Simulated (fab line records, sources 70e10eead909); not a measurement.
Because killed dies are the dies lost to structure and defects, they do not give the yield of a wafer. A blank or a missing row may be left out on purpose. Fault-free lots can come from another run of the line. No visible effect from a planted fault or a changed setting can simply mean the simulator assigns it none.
Matching of chambers    flow nandHarc    3 sister chambers for NHARC_P_M2_PRE_CLEAN_32 on pecvd-03
The step time 12 s. 6 wafers are shown with their chamber, then 7 later ones without.

WAFERS PAIRED WITH THEIR CHAMBERS
wafer   chamber  heaterPowerW (W)
L079.6  0        627
L087.4  1        534
L087.5  0        647
L087.6  2        557
L089.3  2        589
L089.5  1        578

WAFERS WITH NO CHAMBER GIVEN
wafer   heaterPowerW (W)
L089.6  593
L088.1  585
L088.3  578
L088.4  576
L093.1  585
L093.5  699
L093.6  551

WHICH CHAMBER EACH WENT THROUGH
wafer   from the rows above           in truth
L089.6  can't be placed: 2 or 1 or 0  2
L088.1  can't be placed: 2 or 1 or 0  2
L088.3  can't be placed: 2 or 1       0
L088.4  can't be placed: 2 or 1       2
L093.1  can't be placed: 2 or 1 or 0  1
L093.5  0                             0
L093.6  can't be placed: 1 or 2       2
Correct placement for 1 of the 7. Cannot be placed on the basis of these rows: 6; the candidates contain the true chamber in 5. 0 placed wrongly.
How it was worked out, from the rows above alone: a wafer's distance from a chamber is the root of the sum, over the readings, of the square of ((its reading less the chamber's mean) divided by the reading's scatter). If the next closest chamber is less than 2 further off than the closest, the wafer can't be placed; otherwise it belongs to the closest. For every chamber, the mean is computed from those of its wafers that are shown. The scatter: the root of (the sum of the squares of (reading less its chamber's mean) over the shown wafers, divided by (wafers less chambers)).
